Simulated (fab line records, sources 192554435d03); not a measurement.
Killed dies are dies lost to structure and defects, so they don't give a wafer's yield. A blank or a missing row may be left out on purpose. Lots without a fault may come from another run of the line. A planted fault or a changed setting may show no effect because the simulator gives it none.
Chamber matching | flow n5_finfet | N5_GATE_CUT_HM_DEP_46 on pecvd-02: 3 sister chambers
The step deposits SiO2 from TEOS/O2, target thk 130 nm, time 26.6 s. 16 wafers are shown with their chamber, then 8 later ones without.

WAFERS WITH THEIR CHAMBER
wafer  | chamber | throttle_valve_pct (%) | heater_power_w (W) | showerhead_plenum_p_Torr (Torr)
L075.1 | 2       | 17.2                   | 465                | 8.35
L075.2 | 0       | 19.5                   | 497                | 8.36
L075.5 | 1       | 18.9                   | 605                | 8.39
L076.2 | 2       | 17.4                   | 416                | 8.35
L076.5 | 2       | 17.6                   | 417                | 8.34
L076.6 | 0       | 19.5                   | 392                | 8.37
L085.3 | 0       | 19.4                   | 462                | 8.36
L085.4 | 1       | 18.7                   | 677                | 8.34
L085.5 | 0       | 19.5                   | 468                | 8.38
L087.1 | 1       | 18.3                   | 627                | 8.36
L087.2 | 0       | 19.5                   | 497                | 8.37
L087.3 | 2       | 17.6                   | 513                | 8.36
L089.1 | 0       | 19.3                   | 494                | 8.38
L089.2 | 2       | 17.5                   | 479                | 8.36
L089.3 | 1       | 18.8                   | 632                | 8.37
L091.2 | 0       | 19.6                   | 491                | 8.39

SIGNATURES (means of the wafers above)
reading                  | chamber 0 | chamber 1 | chamber 2 | scatter within a chamber
throttle_valve_pct       | 19.471    | 18.675    | 17.460    | 0.17
heater_power_w           | 471.57    | 635.25    | 458.00    | 37.5
showerhead_plenum_p_Torr | 8.3729    | 8.3650    | 8.3520    | 0.0134
Rule: a wafer's distance from a chamber is the root of the sum, over the readings, of the square of ((its reading less the chamber's mean) divided by the reading's scatter). The wafer belongs to the nearest chamber; if the next one is less than 2 further off, it can't be placed. The scatter: the root of (the sum of the squares of (reading less its chamber's mean) over the shown wafers, divided by (wafers less chambers)).

WAFERS WITHOUT THEIR CHAMBER
wafer  | throttle_valve_pct (%) | heater_power_w (W) | showerhead_plenum_p_Torr (Torr)
L091.4 | 18.7                   | 568                | 8.35
L091.6 | 19.5                   | 460                | 8.38
L092.4 | 17.5                   | 511                | 8.35
L092.5 | 19.9                   | 496                | 8.38
L092.6 | 18.9                   | 587                | 8.36
L096.1 | 18.6                   | 701                | 8.35
L096.3 | 17.5                   | 388                | 8.36
L096.5 | 19.8                   | 403                | 8.37

WHICH CHAMBER EACH WENT THROUGH
wafer  | from the rows above | in truth
L091.4 | 1                   | 1
L091.6 | 0                   | 0
L092.4 | 2                   | 2
L092.5 | 0                   | 0
L092.6 | 1                   | 1
L096.1 | 1                   | 1
L096.3 | 2                   | 2
L096.5 | 0                   | 0
Placed correctly: 8 of 8. Can't be placed from these rows: 0. Placed wrongly: 0.
